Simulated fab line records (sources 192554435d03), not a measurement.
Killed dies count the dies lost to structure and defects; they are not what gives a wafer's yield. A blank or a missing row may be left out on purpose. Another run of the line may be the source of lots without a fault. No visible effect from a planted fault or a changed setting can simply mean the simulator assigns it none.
Comparing a struck lot with a sound one    flow n5Finfet    36 out of 1938 route steps
Sound: wafers L805.1, L805.3, L805.4. Struck: wafer L809.1 (left out: L809.3, L809.6 of the same lot, which were not struck); the cause appears at the end.
Order at every step that has rows: each side's tool, ch and its chambers, its first start. Under that, the readings that differ: sound wafers    struck wafers    difference of the means    sigmas: that difference in standard deviations of wafers without a fault.
alike: words and numbers the same on both sides, and readings whose means are apart by under 2 such deviations; not compared: readings that were withheld, readings missing a value for some wafer, numbers with overlapping values and no deviation given by the record, and bounds like >300 which may hide the same value.
A row with sigmas, a row that says differs or no value, or rows on one side alone: a step with any of these is where the two part. Numbers that have no deviation but don't overlap get no sigmas and don't part them. Lack of a reading on every wafer of one side parts them only where that side has two or more wafers.

first, 9 steps without rows for these wafers: N5_BEOL_M4_ANNEAL_95 (time 240 s); N5_BEOL_M4_SPUTTER_96 (material Cu, target thk 4.5 nm, time 8.29 s); N5_BEOL_M4_ECD_50 (material Cu, target thk 300 nm); N5_BEOL_M4_ANNEAL_51 (time 90 s); N5_BEOL_M4_CMP_52 (polishes, stops on SiOC, t overpolish 6.8 s, target thk 40 nm); N5_BEOL_M4_PRE_CLEAN_60 (time 15 s); N5_BEOL_M4_CO_CAP_55 (material Co, precursor CCTBA/H2, target thk 2 nm, time 102.1 s); N5_BEOL_M4_PRE_CLEAN_56 (time 15 s); N5_BEOL_M4_DEP_57 (deposits SiCN from 3MS/NH3, target thk 8 nm, time 14 s).
N5_BEOL_M4_RC_MEAS_101:
  sound on prober-02 ch 0, day 9 13:16; struck on prober-01 ch 0, day 10 20:20
  alike: DIBL_N, DIBL_P, IOFF_N, IOFF_P, ION_N, ION_P, SS_N, SS_P, VT_N, VT_P
then, 24 steps without rows for these wafers: N5_BEOL_M5_ILD_DEP_00 (deposits SiCOH lowk from DEMS/porogen, target thk 140.64 nm, time 25.9 s); N5_BEOL_M5_CURE_79 (cures SiCOH lowk, time 240 s); N5_BEOL_M5_PECVD_70 (deposits SiO2 from TEOS/O2, target thk 16 nm, time 18 s); N5_BEOL_M5_HM_DEP_02 (deposits TiN, target thk 20 nm); N5_BEOL_M5_COAT_59 (time 60 s, resist thk 60 nm); N5_BEOL_M5_COAT_60 (time 60 s, resist thk 12 nm); N5_BEOL_M5_COAT_71 (time 60 s, resist thk 5 nm); N5_BEOL_M5_COAT_05 (resist thk 30 nm); N5_BEOL_M5_EBR_07; N5_BEOL_M5_SOFTBAKE_06 (time 60 s); N5_BEOL_M5_EXPOSE_08 (exposes mask M5, target cd 28 nm); N5_BEOL_M5_PEB_09 (peb time 60 s); N5_BEOL_M5_DEVELOP_10 (develop time 30 s); N5_BEOL_M5_DESCUM_16 (chemistry O2, time 7 s); N5_BEOL_M5_ETCH_72 (etches underlayer in N2/H2, target depth 6.5 nm, time 5.2 s); N5_BEOL_M5_ETCH_61 (etches SiARC in CF4, target depth 15.6 nm, time 26 s); N5_BEOL_M5_ETCH_62 (etches SOC in N2/H2, target depth 75 nm, overetch 15 nm, time 112.5 s); N5_BEOL_M5_STRIP_63 (strips in N2/H2); N5_BEOL_M5_STRIP_73 (strips in N2/H2); N5_BEOL_M5_STRIP_64 (strips in CF4); N5_BEOL_M5_HM_OPEN_17 (chemistry Cl2/BCl3, target TiN, target depth 20 nm, overetch 6 nm); N5_BEOL_M5_STRIP_19 (strips in O2); N5_BEOL_M5_COAT_65 (time 60 s, resist thk 60 nm); N5_BEOL_M5_COAT_66 (time 60 s, resist thk 12 nm).
-- a jump in the record: the struck wafers' starts before and after are 4 days apart (it breaks off in module BEOL_M5 and resumes in module PASSIVATION, where the first step shown is number 1936 of the route) --
N5_PASSIVATION_SPUTTER_20: material TaN, target thk 50 nm.
  sound: pvdSputter-01 at day 13 12:40; struck: pvdSputter-01 at day 14 14:52
reading                                         sound           struck  difference  sigmas
model.TaN_of_PASSIVATION_SPUTTER_20.thkNm (nm)  49.4 49.4 49.2  91.8    +42.5       
  alike: chamberPressurePa, substrateTempC, throttleValvePct
N5_PASSIVATION_PROBE_49:
  record: rows for the struck wafers here (prober-01, day 14 21:34), none for the sound ones

## WHERE THEY PART
Only at N5_PASSIVATION_PROBE_49, within this record.

WHY: what the simulator had put in
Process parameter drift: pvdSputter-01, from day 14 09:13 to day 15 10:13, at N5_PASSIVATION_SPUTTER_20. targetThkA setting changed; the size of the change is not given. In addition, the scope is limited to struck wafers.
